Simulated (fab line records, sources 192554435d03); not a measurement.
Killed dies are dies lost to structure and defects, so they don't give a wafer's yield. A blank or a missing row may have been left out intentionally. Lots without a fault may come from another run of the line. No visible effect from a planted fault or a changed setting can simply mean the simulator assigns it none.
Matching of chambers | flow n5Finfet | N5_BEOL_M8_ALD_77 on aldMetal-03: 4 sister chambers
The step deposits TaN, target thk 2 nm, pulse time 2 s, purge time 3 s. 16 wafers are shown with their chamber, then 8 later ones without.

## WAFERS, EACH WITH ITS CHAMBER
wafer  | chamber | heaterPowerW (W)
L742.3 | 1       | 432
L742.4 | 3       | 423
L742.5 | 1       | 421
L743.1 | 0       | 436
L743.3 | 1       | 427
L743.6 | 0       | 439
L744.1 | 2       | 363
L744.3 | 0       | 440
L744.4 | 1       | 443
L746.1 | 1       | 424
L746.4 | 0       | 445
L746.5 | 3       | 404
L755.1 | 2       | 349
L755.2 | 3       | 414
L755.6 | 3       | 417
L758.3 | 2       | 369

SIGNATURES, as means of the wafers listed above
reading      | chamber 0 | chamber 1 | chamber 2 | chamber 3 | scatter within a chamber
heaterPowerW | 440.00    | 429.40    | 360.33    | 414.50    | 7.85
Rule: a wafer lies at a distance from a chamber equal to the root of the sum of squares, over the readings, of (its reading less the chamber's mean, divided by the reading's scatter). If the next closest chamber is less than 2 further off than the closest, the wafer can't be placed; otherwise it belongs to the closest. The scatter: the root of (the sum of the squares of (reading less its chamber's mean) over the shown wafers, divided by (wafers less chambers)).

## WAFERS MISSING THEIR CHAMBER
wafer  | heaterPowerW (W)
L758.4 | 436
L758.5 | 371
L759.2 | 364
L759.4 | 437
L759.6 | 432
L765.2 | 437
L765.3 | 438
L765.4 | 416

## CHAMBER TAKEN BY EACH
wafer  | from the rows above          | in truth
L758.4 | can't be placed: 0 or 1      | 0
L758.5 | 2                            | 2
L759.2 | 2                            | 2
L759.4 | can't be placed: 0 or 1      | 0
L759.6 | can't be placed: 1 or 0 or 3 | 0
L765.2 | can't be placed: 0 or 1      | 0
L765.3 | can't be placed: 0 or 1      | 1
L765.4 | can't be placed: 3 or 1      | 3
Correct placement for 2 of the 8. Can't be placed from these rows: 6 (the true chamber is among the candidates in 6). Placed wrongly: 0.
